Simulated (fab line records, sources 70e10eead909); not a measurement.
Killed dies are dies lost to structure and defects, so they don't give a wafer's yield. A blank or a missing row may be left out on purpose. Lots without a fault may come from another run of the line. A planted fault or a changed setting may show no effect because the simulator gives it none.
fab line records | flow nand_harc
record lots=6 wafers=18 last_day=33
route steps=1302 shown P_M0@273 P_M1@285 END@1302
lots that met no fault: from a run of the same line without faults
start_h: hours from the record's first day to the start of the lot's first wafer shown | wait_h: hours since the lot's step before | " the same as in the row above | L1.1+2: a row that stands for several wafers | - no value, or no start given | * or withheld: withheld | < > ~ a bound
route shown NAME@n: a module of which the file shows steps, and the number in the route of the first | usual: mean/standard deviation of fault-free wafers | same: alike in all rows | chamber/n: place in a boat | sites: the reading at each site | _std_site: their standard deviation | _edge_site: outer sites' mean less inner sites' | radius_mm: how far each site lies from the wafer's centre | mask NAME#n: copy n | behind: the tool/chamber that last shaped the wafer | hold: why the lot was held/for how many hours/how that ended | device: the transistor (n, p or np) that didn't switch | end of line: the same wafers' tests at the end of the route | a step without rows: its recipe alone | killed: dies lost to structure and defects at the first sort, not the wafer's yield | map: a wafer's dies, x killed, . not, _ none there
set.NAME: the setting as run; set.NAME@STEP: as run at that earlier step | model.NAME: the simulator's own value behind a step, which no gauge read
lots at some steps of the route; a table a step, a row a wafer
services: from which hour (start_h, from the record's first day; less than 0 if before it) a tool's chamber was out of use, for how many hours, and why
## steps
# step NHARC_P_M0_PRE_CLEAN_29
# recipe time_s=30 temp_c=280 gas=H2/He
# usual heater_power_w=393/46
# columns lot.wafer tool chamber start_h wait_h heater_power_w
L349.1 pvd_sputter-02 - - - 344
L349.2 " - " " 380
L349.6 " - " " 386
L351.3 pvd_sputter-02 - - - 385
L351.4 " - " " 454
L351.6 " - " " 344
L357.4 pvd_sputter-01 - - - 421
L357.1 " - " " 400
L357.6 " - " " 418
L360.1 pvd_sputter-03 - - - 448
L360.4 " - " " 469
L360.3 " - " " 365
L364.1 pvd_sputter-01 - - - 329
L364.2 " - " " 409
L364.3 " - " " 370
L372.2 pvd_sputter-02 - - - 310
L372.1 " - " " 433
L372.6 " - " " 325
# step NHARC_P_M0_PVD_20
# recipe target_thk_a=50 bias_v=168.6 power_w=15000 chamber_pressure_pa=0.12 time_s=8.06 substrate_temp_c=50 material=TaN
# usual throttle_valve_pct=29.4/1
# columns lot.wafer tool chamber start_h wait_h throttle_valve_pct
L349.1 pvd_sputter-02 - - - 30.7
L349.2 " - " " 27.6
L349.6 " - " " 29.6
L351.4 pvd_sputter-02 - - - 27.7
L351.3 " - " " 30.1
L351.6 " - " " 30.6
L357.1 pvd_sputter-01 - - - 27.3
L357.4 " - " " 28.7
L357.6 " - " " 29.7
L360.4 pvd_sputter-03 - - - 29.5
L360.1 " - " " 31.1
L360.3 " - " " 29.5
L364.2 pvd_sputter-01 - - - 29.4
L364.3 " - " " 28.2
L364.1 " - " " 30.1
L372.1 pvd_sputter-02 - - - 30.2
L372.2 " - " " 30.1
L372.6 " - " " 30.2
# step NHARC_P_M0_PVD_21
# recipe target_thk_a=300 chamber_pressure_pa=5 power_w=5000 substrate_temp_c=30 time_s=20.49 material=Cu
# usual throttle_valve_pct=29.4/1
# columns lot.wafer tool chamber start_h wait_h throttle_valve_pct
L349.2 pvd_sputter-02 - - - 30.2
L349.1 " - " " 30.6
L349.6 " - " " 30.1
L351.3 pvd_sputter-02 - - - 29.3
L351.4 " - " " 27.4
L351.6 " - " " 30.1
L357.4 pvd_sputter-01 - - - 28.8
L357.1 " - " " 26.8
L357.6 " - " " 29.6
L360.1 pvd_sputter-03 - - - 29.5
L360.4 " - " " 31.1
L360.3 " - " " 29.3
L364.2 pvd_sputter-01 - - - 30.3
L364.3 " - " " 29.6
L364.1 " - " " 28.9
L372.2 pvd_sputter-02 - - - 28.1
L372.1 " - " " 30.2
L372.6 " - " " 28.1
# step NHARC_P_M0_ECD_22
# recipe target_thk_a=4000 bath_temp_c=25 material=Cu
# step NHARC_P_M0_ANNEAL_30
# recipe temp_c=225 time_s=90
# step NHARC_P_M0_CMP_23
# recipe t_overpolish_s=20 target_thk_nm=117.54
# usual motor_current_A=12.0/1 time_to_endpoint_s=29/3.2
# columns lot.wafer tool chamber start_h wait_h motor_current_A time_to_endpoint_s
L349.1 cmp-04 0 129.49 - 11.7 33
L349.2 " 2 " " 13.6 33
L349.6 " 0 " " 11.6 32
L351.3 cmp-02 0 143.39 - 11.7 36
L351.4 " 1 " " 12.5 27
L351.6 " 0 " " 11.6 34
L357.4 cmp-03 0 208.12 - 10.8 30
L357.1 " 1 " " 11.8 27
L357.6 " 3 " " 13.7 29
L360.1 cmp-04 1 236.20 - 11.9 29
L360.3 " 2 " " 13.3 32
L360.4 " 3 " " 12.1 30
L364.3 cmp-04 1 275.03 - 12.0 27
L364.1 " 2 " " 13.9 31
L364.2 " 3 " " 12.2 28
L372.2 cmp-04 0 349.85 - 12.4 30
L372.1 " 1 " " 11.9 21
L372.6 " 0 " " 12.5 29
# step NHARC_P_M0_THK_MEAS_24
# recipe thk_meas_gauge=xrf
# usual thk_nm=117.5/1.6
# columns lot.wafer tool chamber start_h wait_h thk_nm
L349.1 film_metro-02 - 129.77 - 120.7
L349.2 " - " " 119.3
L349.6 " - " " 119.7
L351.3 film_metro-02 - 143.68 - 116.7
L351.4 " - " " 118.5
L351.6 " - " " 118.0
L357.1 film_metro-02 - 208.40 - 116.9
L357.4 " - " " 119.0
L357.6 " - " " 117.0
L360.1 film_metro-02 - 236.48 - 117.1
L360.3 " - " " 118.2
L360.4 " - " " 118.1
L364.1 film_metro-02 - 275.34 - 118.6
L364.2 " - " " 118.7
L364.3 " - " " 114.4
L372.1 film_metro-01 - 350.16 - 117.5
L372.2 " - " " 120.3
L372.6 " - " " 120.4
# step NHARC_P_M0_SRD_25
# step NHARC_P_M0_INSPECT_27
# usual raw_defect_count=303/120
# columns lot.wafer tool chamber start_h wait_h raw_defect_count
L349.1 defect_inspect-01 - 129.93 0.0 392
L349.2 " - " " 203
L349.6 " - " " 206
L351.3 defect_inspect-02 - 143.86 0.0 244
L351.4 " - " " 249
L351.6 " - " " 255
L357.1 defect_inspect-02 - 208.56 0.0 272
L357.4 " - " " 209
L357.6 " - " " 217
L360.1 defect_inspect-02 - 236.64 0.0 198
L360.3 " - " " 293
L360.4 " - " " 523
L364.1 defect_inspect-01 - 275.50 0.0 282
L364.2 " - " " 503
L364.3 " - " " 414
L372.1 defect_inspect-01 - 350.32 0.0 200
L372.2 " - " " 229
L372.6 " - " " 305
# step NHARC_P_M0_PRE_CLEAN_31
# recipe time_s=12 temp_c=370 rf_power_w=300 gas=NH3
# usual heater_power_outer_w=381/51 heater_power_w=652/75
# columns lot.wafer tool chamber start_h wait_h heater_power_outer_w heater_power_w
L349.2 pecvd-03 2 130.00 0.1 433 699
L349.1 " 0 " " 370 638
L349.6 " 0 " " 375 632
L351.3 pecvd-03 0 143.94 0.1 378 641
L351.6 " 2 " " 413 696
L351.4 " 1 " " 414 695
L357.1 pecvd-04 0 208.65 0.1 336 586
L357.4 " 0 " " 339 580
L357.6 " 0 " " 339 583
L360.3 pecvd-04 1 236.72 0.1 274 544
L360.1 " 2 " " 417 716
L360.4 " 2 " " 421 708
L364.3 pecvd-03 2 275.57 0.1 445 726
L364.2 " 0 " " 345 576
L364.1 " 1 " " 349 623
L372.2 pecvd-01 0 350.40 0.1 362 672
L372.1 " 1 " " 367 625
L372.6 " 2 " " 392 608
# step NHARC_P_M0_DEP_32
# recipe target_thk_a=300 temp_c=370 target_thk_nm=30 pressure_torr=3 flow_sccm=200 rf_w=450 material=SiCN
# step NHARC_P_M1_DEP_00
# recipe target_thk_a=1825 target_thk_nm=182.5 temp_c=withheld pressure_torr=5 flow_sccm=200 rf_w=600 material=SiOC
# usual rf_fwd_power_W=599.0/1.8
# columns lot.wafer tool chamber start_h wait_h rf_fwd_power_W
L349.1 pecvd-03 1 130.52 - 599.1
L349.2 " 2 " " 598.9
L349.6 " 0 " " 599.0
L351.3 pecvd-01 2 144.42 - 600.0
L351.4 " 0 " " 600.5
L351.6 " 1 " " 600.2
L357.1 pecvd-01 0 209.33 0.5 504.6
L357.6 " 0 " " 504.7
L357.4 " 1 " " 504.8
L360.1 pecvd-01 0 237.20 - 502.5
L360.3 " 2 " " 502.9
L360.4 " 0 " " 503.4
L364.3 pecvd-03 2 276.04 - 599.6
L364.2 " 0 " " 598.0
L364.1 " 1 " " 599.0
L372.2 pecvd-04 1 350.92 - 598.3
L372.1 " 2 " " 596.8
L372.6 " 2 " " 598.3
# step NHARC_P_M1_DEHYDRATE_01
# recipe temp_c=150 time_s=120
# step NHARC_END_SORT_01
# recipe temp_c=25
# usual defect_limited_yield=91/3.2 killed_at_array=58/22 killed_at_other=1.0/1.3 killed_at_periphery=5/3.4 killed_dies=64/22 killed_open=3.6/1.8 killed_short=2.4/1.7
# same gross_dies=677
# columns lot.wafer tool chamber start_h wait_h defect_limited_yield[%] killed_at_array killed_at_other killed_at_periphery killed_dies killed_open killed_short
L349.1 prober-01 0 569.54 2.5 89 71 0 6 77 3 3
L349.2 prober-01 0 570.33 2.8 91 62 0 2 64 6 3
L349.6 prober-01 0 573.48 3.9 91 61 1 0 62 4 2
L351.3 prober-01 0 583.07 3.1 92 51 1 2 54 5 1
L351.4 prober-01 0 583.87 3.4 92 50 0 3 53 1 0
L351.6 prober-01 0 585.46 4.0 92 52 1 3 56 2 3
L357.1 prober-01 0 646.96 2.5 90 68 1 2 71 5 4
L357.4 prober-01 0 649.39 3.4 92 52 1 3 56 3 7
L357.6 prober-01 0 651.00 4.0 91 52 0 6 58 5 3
L360.1 prober-01 0 666.89 2.5 93 34 0 11 45 1 2
L360.3 prober-01 0 668.50 3.1 94 38 0 6 44 5 4
L360.4 prober-01 0 669.30 3.4 94 38 0 2 40 0 4
L364.1 prober-02 0 702.73 2.5 88 72 4 5 81 3 3
L364.2 prober-02 0 703.54 2.8 87 82 0 5 87 3 0
L364.3 prober-02 0 704.35 3.1 86 88 3 4 95 4 4
# killed by level:class
L349.1 A_CHANNEL_HOLE_D2:chamber_film_flake=29 A_SLIT:chamber_film_flake=26 A_WL_FILL:chamber_film_flake=4 A_CONTACT:chamber_film_flake=4 P_GATE:chamber_film_flake=3 P_BONDPAD:chamber_film_flake=3 A_ONON_D1:geometric_particle:short=1 A_CHANNEL_FILL_D1:geometric_particle:short=1
L349.2 A_CHANNEL_HOLE_D2:chamber_film_flake=31 A_SLIT:chamber_film_flake=20 A_CONTACT:chamber_film_flake=3 A_CHANNEL_FILL_D1:geometric_particle:open=2 A_BLC:geometric_particle:open=2 P_CONTACT:geometric_particle:open=1 P_M0:geometric_particle:short=1 A_CHANNEL_HOLE_D1:geometric_particle:open=1
L349.6 A_CHANNEL_HOLE_D2:chamber_film_flake=33 A_SLIT:chamber_film_flake=19 A_CONTACT:chamber_film_flake=2 A_CHANNEL_FILL_D1:geometric_particle:open=1 A_CHANNEL_FILL_D2:geometric_particle:open=1 A_WL_FILL:geometric_particle:open=1 A_WL_FILL:geometric_particle:short=1 A_M0:geometric_particle:open=1
L351.3 A_CHANNEL_HOLE_D1:chamber_film_flake=30 A_CHANNEL_HOLE_D2:chamber_film_flake=7 A_CONTACT:chamber_film_flake=3 A_ONON_D2:geometric_particle:open=2 A_ZERO_WELL:chamber_film_flake=2 A_WL_FILL:chamber_film_flake=2 P_M0:geometric_particle:short=1 A_CHANNEL_HOLE_D2:geometric_particle:open=1
L351.4 A_CHANNEL_HOLE_D1:chamber_film_flake=30 A_CHANNEL_HOLE_D2:chamber_film_flake=10 A_STAIRCASE:chamber_film_flake=3 A_CONTACT:chamber_film_flake=3 A_ZERO_WELL:chamber_film_flake=2 A_SGD_CUT:chamber_film_flake=2 P_GATE:geometric_particle:open=1 P_GATE:chamber_film_flake=1
L351.6 A_CHANNEL_HOLE_D1:chamber_film_flake=28 A_CHANNEL_HOLE_D2:chamber_film_flake=8 A_CONTACT:chamber_film_flake=6 A_STAIRCASE:chamber_film_flake=3 P_GATE:geometric_particle:short=2 A_WL_FILL:chamber_film_flake=2 A_ONON_D2:geometric_particle:open=1 A_WL_FILL:geometric_particle:open=1
L357.1 A_SLIT:chamber_film_flake=31 A_CHANNEL_HOLE_D2:chamber_film_flake=16 A_CHANNEL_HOLE_D1:chamber_film_flake=6 A_CONTACT:chamber_film_flake=4 A_WL_FILL:chamber_film_flake=3 A_SGD_CUT:geometric_particle:short=2 P_GATE:geometric_particle:open=1 A_CHANNEL_HOLE_D1:geometric_particle:short=1
L357.4 A_SLIT:chamber_film_flake=21 A_CHANNEL_HOLE_D2:chamber_film_flake=8 A_CHANNEL_HOLE_D1:chamber_film_flake=7 A_CONTACT:chamber_film_flake=5 A_ONON_D1:geometric_particle:short=2 A_WL_FILL:geometric_particle:short=2 P_CONTACT:geometric_particle:open=1 P_M1:geometric_particle:short=1
L357.6 A_SLIT:chamber_film_flake=27 A_CONTACT:chamber_film_flake=9 A_CHANNEL_HOLE_D2:chamber_film_flake=8 A_CHANNEL_HOLE_D1:chamber_film_flake=3 P_GATE:geometric_particle:open=2 P_STI:chamber_film_flake=2 P_CONTACT:geometric_particle:open=1 P_M0:geometric_particle:short=1
L360.1 A_CHANNEL_HOLE_D2:chamber_film_flake=13 P_GATE:chamber_film_flake=8 A_CHANNEL_HOLE_D1:chamber_film_flake=8 A_CONTACT:chamber_film_flake=5 A_SGD_CUT:chamber_film_flake=2 P_CONTACT:geometric_particle:short=1 A_SGD_CUT:geometric_particle:short=1 A_BLC:geometric_particle:open=1
L360.3 A_CHANNEL_HOLE_D2:chamber_film_flake=18 A_SLIT:chamber_film_flake=4 A_CONTACT:chamber_film_flake=4 A_CHANNEL_HOLE_D1:chamber_film_flake=3 P_CONTACT:geometric_particle:open=2 P_GATE:chamber_film_flake=2 A_STAIRCASE:chamber_film_flake=2 P_STI:geometric_particle:short=1
L360.4 A_CHANNEL_HOLE_D2:chamber_film_flake=21 A_CHANNEL_HOLE_D1:chamber_film_flake=8 A_DECK1_JOINT:geometric_particle:short=2 A_WL_FILL:geometric_particle:short=2 P_GATE:chamber_film_flake=2 A_SLIT:chamber_film_flake=2 A_CONTACT:chamber_film_flake=2 A_SGD_CUT:chamber_film_flake=1
L364.1 A_CHANNEL_HOLE_D1:chamber_film_flake=33 A_SLIT:chamber_film_flake=25 A_CONTACT:chamber_film_flake=8 THIN_TSV:chamber_film_flake=4 P_M2:chamber_film_flake=2 P_M2:geometric_particle:open=1 A_ONON_D2:geometric_particle:open=1 A_CHANNEL_FILL_D2:geometric_particle:short=1
L364.2 A_SLIT:chamber_film_flake=36 A_CHANNEL_HOLE_D1:chamber_film_flake=35 A_CONTACT:chamber_film_flake=7 P_CONTACT:geometric_particle:open=2 P_M2:chamber_film_flake=2 A_STAIRCASE:chamber_film_flake=2 A_M1:geometric_particle:open=1 P_ZERO_WELL:chamber_film_flake=1
L364.3 A_CHANNEL_HOLE_D1:chamber_film_flake=36 A_SLIT:chamber_film_flake=33 A_CONTACT:chamber_film_flake=5 A_STAIRCASE:chamber_film_flake=3 THIN_TSV:chamber_film_flake=3 P_M2:chamber_film_flake=2 A_DECK1_JOINT:chamber_film_flake=2 P_M0:geometric_particle:open=1
## services
# columns tool chamber start_h hours kind
pecvd-04 - 110.81 1.1 repair
cmp-04 - 111.29 4.0 pm
pvd_sputter-02 - 117.84 10.0 pm
pecvd-01 - 130.56 13.0 pm
cmp-02 - 134.61 4.0 pm
pvd_sputter-03 - 170.03 10.0 pm
pecvd-03 1 175.72 4.2 repair
pvd_sputter-03 - 180.82 9.6 repair
pecvd-03 - 185.06 13.0 pm
pvd_sputter-02 - 186.20 3.7 repair
pecvd-04 2 203.75 5.1 repair
pvd_sputter-03 - 209.24 1.8 repair
cmp-04 - 209.29 4.0 pm
pvd_sputter-03 - 223.73 0.8 repair
pvd_sputter-02 - 225.85 12.0 repair
pvd_sputter-01 - 226.03 10.0 pm
pecvd-03 - 242.20 1.4 repair
pecvd-04 - 269.28 13.0 pm
pvd_sputter-02 - 295.84 10.0 pm
cmp-04 - 301.90 3.3 repair
cmp-04 - 307.29 4.0 pm
pecvd-01 - 311.56 13.0 pm
pvd_sputter-01 - 322.53 0.6 repair
pvd_sputter-03 - 348.03 10.0 pm
## key
first_sign step=NHARC_P_M1_DEP_00 reading=rf_fwd_power_W direction=down sigmas=54 usual=* struck=*
effect none on later readings
met_at NHARC_P_M1_DEP_00
struck_wafers L357.1,L357.4,L357.6,L360.1,L360.3,L360.4
onset_between 144.42 209.33
fault kind=process_parameter_drift tool=pecvd-01 chamber=- onset_h=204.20 steps=NHARC_P_M1_DEP_00 channel=rf_w offset=* shape=step end_h=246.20 acts_in=* stated=*
